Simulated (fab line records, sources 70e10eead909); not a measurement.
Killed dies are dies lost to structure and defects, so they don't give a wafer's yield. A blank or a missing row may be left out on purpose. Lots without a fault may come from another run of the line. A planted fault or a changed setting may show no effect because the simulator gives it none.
fab line records | flow nand_harc
record lots=11 wafers=33 last_day=33
route steps=1302 shown A_CONTACT@1044 END@1302
lots that met no fault: from a run of the same line without faults
start_h: hours from the record's first day to the start of the lot's first wafer shown | wait_h: hours since the lot's step before | " the same as in the row above | L1.1+2: a row that stands for several wafers | - no value, or no start given | * or withheld: withheld | < > ~ a bound
route shown NAME@n: a module of which the file shows steps, and the number in the route of the first | usual: mean/standard deviation of fault-free wafers | same: alike in all rows | chamber/n: place in a boat | sites: the reading at each site | _std_site: their standard deviation | _edge_site: outer sites' mean less inner sites' | radius_mm: how far each site lies from the wafer's centre | mask NAME#n: copy n | behind: the tool/chamber that last shaped the wafer | hold: why the lot was held/for how many hours/how that ended | device: the transistor (n, p or np) that didn't switch | end of line: the same wafers' tests at the end of the route | a step without rows: its recipe alone | killed: dies lost to structure and defects at the first sort, not the wafer's yield | map: a wafer's dies, x killed, . not, _ none there
set.NAME: the setting as run; set.NAME@STEP: as run at that earlier step | model.NAME: the simulator's own value behind a step, which no gauge read
steps of the route over a sample of lots; a table a step, a row a wafer
services: from which hour (start_h, from the record's first day; less than 0 if before it) a tool's chamber was out of use, for how many hours, and why
## steps
# step NHARC_A_CONTACT_ETCH_76
# recipe target_depth_a=2600 over_etch_frac=0.3 time_s=475.3 ion_energy_ev=200 n2_flow_sccm=150 h2_flow_sccm=150 ar_flow_sccm=0 rf_w=400 bias_w=150 chemistry=N2/H2
# usual drypump_motor_current_A=5.8/0.5 oes_product_au=0.997/0.01 rf_vpp_V=430.8/2.7 run_length_s=496.7/0.41 showerhead_plenum_p_Torr=2.05/0.099 throttle_valve_pct=14.171/0.0094
# columns lot.wafer tool chamber start_h wait_h drypump_motor_current_A oes_product_au rf_hours_counter_h rf_vpp_V run_length_s showerhead_plenum_p_Torr throttle_valve_pct
L876.1 rie_diel-10 2 - - 5.8 1.007 14 432.9 496.9 2.17 14.181
L876.5 " 1 " " 6.5 0.996 - 430.8 496.5 2.08 14.182
L876.6 " 2 " " 5.8 0.992 - 433.9 497.3 2.17 14.168
L878.3 rie_diel-03 1 - - 5.3 0.990 9 432.4 497.2 2.09 14.174
L878.1 " 0 " " 5.5 0.989 10 428.9 495.5 1.95 14.191
L878.6 " 2 " " 6.1 0.994 - 427.6 496.9 1.90 14.161
L877.3 rie_diel-13 0 - - 5.5 1.006 61 436.6 496.8 2.20 14.189
L877.4 " 2 " " 6.6 1.007 58 427.8 496.0 1.97 14.168
L877.6 " 1 " " 5.4 1.003 - 427.4 496.4 1.92 14.172
L881.3 rie_diel-03 3 - - 5.3 0.991 21 434.0 496.2 2.19 14.185
L881.2 " 0 " " 5.5 0.995 20 427.0 495.8 1.95 14.164
L881.6 " 2 " " 6.1 1.004 - 426.3 496.8 1.90 14.183
L886.3 rie_diel-03 0 - - 5.5 0.994 38 429.3 496.2 1.94 14.180
L886.6 " 3 " " 5.3 1.001 - 434.3 496.5 2.18 14.169
L886.5 " 0 " " 5.5 0.992 - 427.7 495.5 1.94 14.180
L888.4 rie_diel-10 3 - - 6.5 1.004 3 431.2 496.3 2.00 14.174
L888.6 " 1 " " 6.5 0.974 - 430.7 496.9 2.08 14.166
L888.5 " 2 " " 5.8 0.989 - 434.4 497.6 2.16 14.159
L891.3 rie_diel-13 0 - - 5.5 0.985 30 434.2 496.9 2.18 14.163
L891.5 " 3 " " 5.5 0.975 - 426.1 497.2 1.90 14.167
L891.6 " 0 " " 5.5 0.985 - 433.3 497.0 2.18 14.156
L893.3 rie_diel-03 3 - - 5.3 1.001 6 434.5 496.8 2.17 14.168
L893.1 " 0 " " 5.5 1.007 6 427.2 496.1 1.94 14.193
L893.5 " 3 " " 5.3 0.996 - 434.6 496.6 2.17 14.172
L896.2 rie_diel-10 3 - - 6.6 1.013 17 429.9 496.4 2.00 14.161
L896.1 " 0 " " 5.3 1.020 19 430.0 496.5 2.05 14.163
L896.5 " 1 " " 6.5 0.984 - 430.8 496.5 2.07 14.181
L898.3 rie_diel-03 1 - - 5.3 0.991 26 432.2 496.7 2.07 14.172
L898.2 " 3 " " 5.3 1.021 26 433.6 496.5 2.17 14.185
L898.5 " 2 " " 6.1 1.009 - 426.1 496.6 1.88 14.184
L897.4 rie_diel-10 3 - - 6.5 0.986 19 429.5 496.3 2.00 14.166
L897.5 " 3 " " 6.5 1.005 - 429.1 496.7 2.00 14.176
L897.6 " 0 " " 5.3 1.003 - 431.1 496.3 2.04 14.164
# step NHARC_A_CONTACT_ETCH_78
# recipe target_depth_a=53000 over_etch_frac=0.3 time_s=1378 ion_energy_ev=150 o2_flow_sccm=400 cos_flow_sccm=20 ar_flow_sccm=0 rf_w=500 bias_w=300 chemistry=O2/COS
# usual drypump_motor_current_A=5.9/0.51 oes_product_au=0.996/0.01 rf_vpp_V=314.3/2 run_length_s=1399.3/0.42 showerhead_plenum_p_Torr=3.13/0.14 throttle_valve_pct=28.330/0.0083
# columns lot.wafer tool chamber start_h wait_h drypump_motor_current_A oes_product_au rf_hours_counter_h rf_vpp_V run_length_s showerhead_plenum_p_Torr throttle_valve_pct
L876.1 rie_diel-10 0 - - 5.3 0.984 20 314.1 1399.3 3.15 28.322
L876.5 " 2 " " 5.8 0.991 - 315.9 1399.7 3.30 28.317
L876.6 " 3 " " 6.6 1.001 - 313.7 1399.0 3.08 28.327
L878.3 rie_diel-03 0 - - 5.5 0.988 10 311.2 1398.7 3.00 28.318
L878.1 " 2 " " 6.1 1.002 9 310.8 1399.9 2.93 28.333
L878.6 " 0 " " 5.5 1.006 - 313.0 1398.4 3.00 28.326
L877.4 rie_diel-13 1 - - 5.4 0.995 53 310.5 1399.4 2.95 28.339
L877.3 " 2 " " 6.6 1.013 59 313.3 1399.0 3.03 28.319
L877.6 " 2 " " 6.6 1.004 - 312.4 1399.0 3.03 28.330
L881.2 rie_diel-03 3 - - 5.3 0.997 21 315.6 1399.3 3.33 28.320
L881.3 " 0 " " 5.5 0.990 21 312.0 1399.0 3.00 28.327
L881.6 " 2 " " 6.1 1.005 - 312.7 1399.6 2.92 28.340
L886.3 rie_diel-03 1 - - 5.3 0.999 43 314.9 1399.7 3.18 28.344
L886.6 " 0 " " 5.5 0.996 - 312.2 1398.4 2.99 28.332
L886.5 " 1 " " 5.3 1.003 - 315.5 1399.7 3.18 28.338
L888.4 rie_diel-10 3 - - 6.6 0.990 3 315.8 1399.0 3.07 28.338
L888.6 " 1 " " 6.5 0.979 - 314.2 1399.2 3.18 28.337
L888.5 " 2 " " 5.8 0.986 - 316.5 1399.9 3.30 28.330
L891.3 rie_diel-13 1 - - 5.4 1.011 43 311.0 1399.4 2.92 28.329
L891.6 " 1 " " 5.4 1.018 - 310.1 1399.1 2.92 28.327
L891.5 " 2 " " 6.6 0.995 - 311.1 1398.8 3.00 28.325
L893.3 rie_diel-03 3 - - 5.3 0.991 6 316.9 1399.5 3.31 28.315
L893.1 " 1 " " 5.3 0.996 4 313.9 1400.3 3.17 28.335
L893.5 " 2 " " 6.1 1.006 - 312.1 1399.4 2.91 28.301
L896.2 rie_diel-10 0 - - 5.3 0.995 19 314.5 1399.1 3.13 28.326
L896.1 " 2 " " 5.8 0.995 21 315.7 1399.9 3.29 28.331
L896.5 " 1 " " 6.5 0.963 - 314.8 1399.6 3.17 28.324
L898.2 rie_diel-03 2 - - 6.1 0.997 25 311.1 1399.2 2.90 28.338
L898.3 " 3 " " 5.3 0.999 26 315.0 1399.1 3.30 28.340
L898.5 " 2 " " 6.1 1.001 - 310.1 1399.3 2.90 28.334
L897.4 rie_diel-10 3 - - 6.5 1.005 19 312.7 1399.6 3.07 28.326
L897.5 " 3 " " 6.5 1.006 - 314.0 1399.3 3.07 28.323
L897.6 " 0 " " 5.3 1.003 - 315.0 1399.2 3.13 28.340
# step NHARC_A_CONTACT_ETCH_131
# recipe source_w=withheld pressure_mtorr=20 bias_v=3000 time_s=197 target_depth_a=19180 ar_flow_sccm=withheld c4f8_flow_sccm=withheld o2_flow_sccm=withheld chemistry=C4F8/O2/Ar
# usual oes_air_line_au=1.001/0.02 run_length_s=197/0
# columns lot.wafer tool chamber start_h wait_h oes_air_line_au rf_hours_counter_h run_length_s
L876.1 har_cap_etch-03 0 500.78 0.2 1.012 41 197
L876.5 " 0 " " 1.009 - 197
L876.6 " 1 " " 1.004 - 197
L878.1 har_cap_etch-02 0 508.83 0.1 0.982 92 197
L878.3 " 1 " " 1.008 - 197
L878.6 " 1 " " 1.004 - 197
L877.4 har_cap_etch-02 0 515.12 0.1 1.000 - 197
L877.3 " 1 " " 1.015 - 197
L877.6 " 1 " " 1.004 - 197
L881.2 har_cap_etch-01 0 538.97 0.2 1.006 7 197
L881.3 " 0 " " 1.009 - 197
L881.6 " 0 " " 1.015 - 197
L886.3 har_cap_etch-01 0 602.03 0.1 1.001 - 197
L886.6 " 0 " " 1.003 - 197
L886.5 " 1 " " 0.997 - 197
L888.4 har_cap_etch-01 1 630.76 0.1 0.974 - 197
L888.6 " 0 " " 1.004 - 197
L888.5 " 1 " " 0.978 - 197
L891.3 har_cap_etch-02 0 649.98 0.2 1.003 - 197
L891.6 " 0 " " 1.001 - 197
L891.5 " 1 " " 1.017 - 197
L893.1 har_cap_etch-02 0 658.66 0.1 0.995 115 197
L893.3 " 1 " " 1.032 - 197
L893.5 " 0 " " 1.015 - 197
L896.1 har_cap_etch-02 1 724.63 0.1 1.001 124 197
L896.2 " 0 " " 1.025 124 197
L896.5 " 0 " " 1.004 - 197
L898.2 har_cap_etch-03 0 727.86 0.1 0.987 82 197
L898.3 " 0 " " 0.988 - 197
L898.5 " 0 " " 1.012 - 197
L897.4 har_cap_etch-03 0 733.18 0.1 1.000 - 197
L897.5 " 0 " " 1.008 - 197
L897.6 " 1 " " 1.043 - 197
# step NHARC_A_CONTACT_ETCH_97
# recipe target_depth_a=200 over_etch_frac=0.5 time_s=10 ion_energy_ev=250 c4f6_flow_sccm=25 o2_flow_sccm=20 ar_flow_sccm=500 rf_w=600 bias_w=500 chemistry=C4F6/O2
# usual drypump_motor_current_A=5.9/0.52 oes_product_au=0.951/0.026 rf_vpp_V=547/3.2 run_length_s=31.2/0.37 showerhead_plenum_p_Torr=3.95/0.15 throttle_valve_pct=26.903/0.009
# columns lot.wafer tool chamber start_h wait_h drypump_motor_current_A oes_product_au rf_hours_counter_h rf_vpp_V run_length_s showerhead_plenum_p_Torr throttle_valve_pct
L876.1 rie_diel-10 0 502.06 - 5.3 0.918 20 548 30.8 3.95 26.905
L876.5 " 3 " " 6.5 0.946 - 546 30.9 3.87 26.901
L876.6 " 0 " " 5.3 0.913 - 548 30.8 3.95 26.900
L878.3 rie_diel-10 0 510.08 - 5.3 0.933 21 548 30.9 3.95 26.905
L878.1 " 2 " " 5.8 0.949 16 552 32.0 4.14 26.916
L878.6 " 3 " " 6.6 0.976 - 544 30.7 3.87 26.912
L877.4 rie_diel-10 2 516.34 - 5.8 1.004 18 550 31.8 4.14 26.889
L877.3 " 0 " " 5.3 0.981 23 547 31.1 3.95 26.892
L877.6 " 2 " " 5.8 1.004 - 552 32.0 4.14 26.898
L881.2 rie_diel-10 1 540.22 - 6.5 0.923 23 549 30.8 3.99 26.880
L881.3 " 2 " " 5.8 0.949 22 550 31.3 4.14 26.893
L881.6 " 3 " " 6.6 0.947 - 545 30.8 3.87 26.897
L886.3 rie_diel-13 3 603.47 - 5.5 0.926 18 543 32.0 3.70 26.900
L886.5 " 2 " " 6.6 0.947 - 543 30.9 3.79 26.911
L886.6 " 3 " " 5.5 0.938 - 542 31.5 3.70 26.901
L888.4 rie_diel-10 3 631.95 - 6.6 0.946 3 547 31.3 3.86 26.902
L888.6 " 0 " " 5.3 0.944 - 547 27.6 3.94 26.893
L888.5 " 1 " " 6.5 0.916 - 548 30.9 3.99 26.906
L891.3 rie_diel-10 2 651.54 0.1 5.8 0.948 - 550 31.7 4.13 26.891
L891.6 " 0 " " 5.3 0.953 - 548 27.2 3.94 26.911
L891.5 " 2 " " 5.8 0.946 - 551 31.8 4.13 26.894
L893.3 rie_diel-13 2 659.94 - 6.6 0.951 50 544 30.6 3.78 26.895
L893.1 " 1 " " 5.4 0.948 50 541 30.7 3.68 26.910
L893.5 " 3 " " 5.5 0.917 - 542 31.4 3.69 26.914
L896.1 rie_diel-10 0 725.90 - 5.3 0.948 20 548 31.0 3.93 26.894
L896.2 " 2 " " 5.8 0.940 21 551 31.7 4.12 26.904
L896.5 " 1 " " 6.5 0.930 - 545 31.1 3.98 26.886
L898.3 rie_diel-10 3 729.13 - 6.6 0.948 18 545 31.0 3.86 26.901
L898.2 " 1 " " 6.5 0.923 20 549 31.6 3.98 26.916
L898.5 " 3 " " 6.5 0.938 - 545 31.4 3.86 26.901
L897.4 rie_diel-10 3 734.40 - 6.5 0.931 20 546 30.8 3.85 26.885
L897.5 " 2 " " 5.8 0.933 - 550 31.2 4.12 26.905
L897.6 " 3 " " 6.5 0.942 - 547 31.4 3.86 26.893
# step NHARC_END_SORT_01
# recipe temp_c=25
# usual killed_at_array=52/18 killed_at_other=1.2/1.5 killed_at_periphery=4/3.2 killed_dies=57/17 killed_open=3.1/1.9 killed_short=2.5/1.7
# same gross_dies=677
# columns lot.wafer tool chamber start_h wait_h killed_at_array killed_at_other killed_at_periphery killed_dies killed_open killed_short
L888.4 prober-02 0 687.94 3.4 65 0 3 68 2 1
L888.5 prober-02 0 688.74 3.7 70 0 5 75 0 2
L888.6 prober-02 0 689.54 4.0 675 0 2 677 7 3
L891.3 prober-02 0 708.77 3.1 32 0 1 33 1 1
L891.5 prober-02 0 710.36 3.7 42 0 2 44 4 3
L891.6 prober-02 0 711.16 4.0 674 0 2 676 2 2
# killed by level:class
L888.4 A_SLIT:chamber_film_flake=30 A_CHANNEL_HOLE_D1:chamber_film_flake=28 A_CONTACT:chamber_film_flake=3 P_GATE:chamber_film_flake=2 A_ONON_D2:geometric_particle:short=1 A_ONON_D2:geometric_particle:open=1 A_M0:geometric_particle:open=1 P_ZERO_WELL:chamber_film_flake=1
L888.5 A_CHANNEL_HOLE_D1:chamber_film_flake=38 A_SLIT:chamber_film_flake=25 P_GATE:chamber_film_flake=4 A_ZERO_WELL:chamber_film_flake=3 A_STAIRCASE:chamber_film_flake=3 P_M0:geometric_particle:short=1 A_ONON_D1:geometric_particle:short=1
L888.6 A_CONTACT:area_etch=607 A_SLIT:chamber_film_flake=27 A_CHANNEL_HOLE_D1:chamber_film_flake=26 A_ONON_D2:geometric_particle:open=3 A_ZERO_WELL:chamber_film_flake=3 A_BLC:geometric_particle:open=2 A_CONTACT:chamber_film_flake=2 A_CHANNEL_FILL_D1:geometric_particle:open=1
L891.3 A_CHANNEL_HOLE_D2:chamber_film_flake=14 A_CHANNEL_HOLE_D1:chamber_film_flake=9 A_STAIRCASE:chamber_film_flake=3 A_SLIT:chamber_film_flake=2 A_ONON_D1:geometric_particle:short=1 A_ONON_D2:geometric_particle:open=1 P_CONTACT:chamber_film_flake=1 A_ZERO_WELL:chamber_film_flake=1
L891.5 A_CHANNEL_HOLE_D2:chamber_film_flake=17 A_CHANNEL_HOLE_D1:chamber_film_flake=5 A_CONTACT:chamber_film_flake=4 A_ZERO_WELL:chamber_film_flake=3 A_CHANNEL_FILL_D1:chamber_film_flake=3 A_SLIT:chamber_film_flake=2 A_ONON_D1:geometric_particle:short=1 A_DECK1_JOINT:geometric_particle:short=1
L891.6 A_CONTACT:area_etch=641 A_CHANNEL_HOLE_D2:chamber_film_flake=19 A_CHANNEL_HOLE_D1:chamber_film_flake=3 A_CONTACT:chamber_film_flake=3 A_DECK1_JOINT:geometric_particle:short=2 A_SLIT:chamber_film_flake=2 P_M0:geometric_particle:open=1 A_M0:geometric_particle:open=1
## services
# columns tool chamber start_h hours kind
rie_diel-10 0 478.40 - clean
rie_diel-10 1 478.40 - clean
rie_diel-10 2 478.40 - clean
har_cap_etch-03 - 491.05 0.4 repair
har_cap_etch-01 - 497.00 17.0 pm
rie_diel-13 - 521.62 9.0 pm
har_cap_etch-02 - 522.28 15.4 repair
rie_diel-03 - 533.13 0.7 repair
har_cap_etch-03 - 542.91 4.3 repair
rie_diel-03 2 543.29 7.7 repair
har_cap_etch-02 - 555.04 11.3 repair
rie_diel-10 0 565.13 10.6 repair
rie_diel-10 1 570.87 4.5 repair
rie_diel-10 3 596.81 1.9 repair
rie_diel-10 - 596.95 9.0 pm
rie_diel-03 2 625.40 19.0 repair
rie_diel-03 - 638.04 9.0 pm
rie_diel-10 - 641.96 0.8 repair
rie_diel-10 1 648.03 4.8 repair
rie_diel-10 3 651.17 4.0 repair
rie_diel-13 - 698.62 9.0 pm
har_cap_etch-01 - 708.57 0.4 repair
rie_diel-13 3 712.09 16.9 repair
har_cap_etch-02 - 722.38 0.4 repair
## key
first_sign step=NHARC_A_CONTACT_ETCH_97 reading=run_length_s direction=down sigmas=10 usual=* struck=*
effect step=NHARC_END_SORT_01 reading=killed_dies direction=up sigmas=36 usual=57 struck=676
more_kills_born_at NHARC_A_CONTACT_ETCH_97@rie_diel-10=1248
met_at NHARC_A_CONTACT_ETCH_97
struck_lots L888,L891
struck_wafers L888.6,L891.6
later_rows_left_out L888.6,L891.6
tester_left_out L888,L891
not_acting_at NHARC_A_CONTACT_ETCH_76,NHARC_A_CONTACT_ETCH_78,NHARC_A_CONTACT_ETCH_131
onset_between 516.34 631.95
fault kind=process_parameter_drift tool=rie_diel-10 chamber=0 onset_h=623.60 steps=NHARC_A_CONTACT_ETCH_97 channel=time_s offset=* shape=step end_h=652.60 acts_in=* stated=*
# tester_left_out: of these lots the tester's yield and bins aren't shown, on N5 and GAA mostly nor the transistor test; their killed dies are dies lost to structure and defects alone, not to doping, threshold or leakage, so they don't give the yield
# later_rows_left_out: the simulator's readings of these wafers behind a module that went badly wrong aren't trusted and aren't shown, but for the sort
